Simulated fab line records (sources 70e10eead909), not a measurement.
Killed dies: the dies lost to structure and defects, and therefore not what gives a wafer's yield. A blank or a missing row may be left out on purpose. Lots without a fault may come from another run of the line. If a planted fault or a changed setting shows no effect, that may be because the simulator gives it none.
Struck lot and sound lot, side by side | flow nand harc | 28 out of 1302 route steps
Sound: wafers L695.3, L695.4, L695.6. Struck: wafer L714.2 (L714.3, L714.4, from the same lot, were not struck and are left out); the cause is given at the end.
For every step that has rows: the tool of each side, followed by ch and its chambers, followed by its first start. Under that, the readings that differ: sound wafers | struck wafers | difference of the means | sigmas: that difference in standard deviations of wafers without a fault.
alike: same words and numbers on both sides, and readings whose means sit less than 2 such deviations apart. not compared: any withheld reading, any reading some wafer has no value for, any bound like >300 that may hide the same value, and any number with overlapping values for which the record gives no deviation.
Wherever a step has rows on one side only, a row that says differs or no value, or a row with sigmas, the two part there. When numbers do not overlap yet have no deviation, they are printed without sigmas and do not part them. A reading that every wafer of one side lacks parts them only if that side has two wafers or more.

NHARC_A_CONTACT_ETCH_122: etches the open film in C4F8/O2/Ar, time 190 s, target depth 1850 nm.
  sound on har cap etch-02 ch 0,1, day 22 00:00; struck on har cap etch-01 ch 1, day 30 16:40
  reading                | sound | struck | difference                   | sigmas
  rf hours counter h (h) | - - - | 35     | no value on the sound wafers |
  alike: chamber pressure mTorr
then, 2 steps without rows for these wafers: NHARC_A_CONTACT_ETCH_123 (etches the open film in C4F8/O2/Ar, time 490 s, target depth 2110 nm); NHARC_A_CONTACT_ETCH_90 (etches the open film in CH3F/O2, target depth 40 nm, time 85.7 s).
NHARC_A_CONTACT_ETCH_96: etches the open film in C4F6/O2, target depth 20 nm, time 10 s.
  sound on rie diel-04 ch 2,3; struck on rie diel-11 ch 1
  reading                        | sound                | struck | difference | sigmas
  chamber pressure mTorr (mTorr) | 29.955 30.009 29.976 | 30.038 | +0.058     | +2
  drypump motor current A (A)    | 5.2 5.3 5.3          | 6.1    | +0.8       | +2
  alike: oes product au, rf vpp V, showerhead plenum p Torr, throttle valve pct
  not compared: rf hours counter h
NHARC_A_CONTACT_CD_MEAS_53:
  sound: cd sem-01 at day 22 01:24; struck: cd sem-02 at day 30 18:16
  alike: cd nm
then, 4 steps without rows for these wafers: NHARC_A_CONTACT_STRIP_99 (strips in N2/H2); NHARC_A_CONTACT_STRIP_100 (strips in CF4/CHF3); NHARC_A_CONTACT_STRIP_101 (strips in O2/COS); NHARC_A_CONTACT_ETCH_102 (etches the open film in CF4/O2, target depth 100 nm, overetch 10 nm, time 55 s).
NHARC_A_CONTACT_STRIP_55: strips in O2.
  sound on rie diel-04 ch 1,2,3; struck on rie diel-11 ch 3
  alike: chamber pressure mTorr, drypump motor current A, oes product au, rf vpp V, showerhead plenum p Torr, throttle valve pct
  not compared: rf hours counter h
then, 1 step without rows for these wafers: NHARC_A_CONTACT_STRIP_56 (strips in post etch residue remover, time 600 s).
NHARC_A_CONTACT_DEP_57: deposits aC, target thk 5300 nm.
  sound on acl dep-01 ch 0, day 22 06:36; struck on acl dep-02 ch 0, day 30 20:53
  alike: throttle valve pct
NHARC_A_CONTACT_DEP_58: deposits SiON, target thk 90 nm.
  sound on pecvd-01 ch 0,1,2, day 22 08:49; struck on pecvd-03 ch 1, day 30 23:35
  alike: heater power w, showerhead vpp V
  not compared: since wet clean h
then, 10 steps without rows for these wafers: NHARC_A_CONTACT_DEHYDRATE_59 (time 120 s); NHARC_A_CONTACT_HMDS_60 (time 30 s); NHARC_A_CONTACT_COAT_61 (time 75 s); NHARC_A_CONTACT_COAT_62 (time 65 s); NHARC_A_CONTACT_COAT_63 (resist thk 90 nm); NHARC_A_CONTACT_SOFTBAKE_64 (time 55 s); NHARC_A_CONTACT_EBR_65; NHARC_A_CONTACT_EXPOSE_66 (exposes mask A CC 2); NHARC_A_CONTACT_PEB_67 (peb time 65 s); NHARC_A_CONTACT_DEVELOP_68 (develop time 35 s).
NHARC_A_CONTACT_CD_MEAS_69 targets a cd of 300 nm.
  sound on cd sem-01 ch 0, day 22 09:29; struck on cd sem-02 ch 0, day 31 00:18
  alike: cd nm
NHARC_A_CONTACT_OVL_MEAS_70:
  sound: overlay-02 at day 22 09:35; struck: overlay-01 at day 31 00:23
  alike: overlay x nm, overlay y nm
NHARC_A_CONTACT_INSPECT_71:
  sound: defect inspect-01 at day 22 09:37; struck: defect inspect-01 at day 31 00:26
  reading          | sound     | struck | difference | sigmas
  raw defect count | 96 85 119 | 929    | +829       | +27
NHARC_A_CONTACT_DESCUM_74: chemistry O2, time 3 s.
  sound on rie diel-06 ch 1,2,3, day 22 09:41; struck on rie diel-11 ch 1, day 31 00:30
  reading                         | sound          | struck | difference | sigmas
  showerhead plenum p Torr (Torr) | 1.87 1.90 1.89 | 2.05   | +0.16      | +3
  alike: chamber pressure mTorr, drypump motor current A, oes product au, rf vpp V, throttle valve pct
  not compared: rf hours counter h
-- record jumps: 2 days between struck wafers' starts before vs after; left off in module A_CONTACT, resumes in module END, first step shown is number 1302 of the route --
NHARC_END_SORT_01:
  at this point the record logs the struck wafers (prober-02 ch 0, day 33 10:09) and has no rows for the sound ones

WHERE THEY PART
Earliest at NHARC_A_CONTACT_ETCH_122; latest, in this record, at NHARC_END_SORT_01.

WHY: what the simulator had put in
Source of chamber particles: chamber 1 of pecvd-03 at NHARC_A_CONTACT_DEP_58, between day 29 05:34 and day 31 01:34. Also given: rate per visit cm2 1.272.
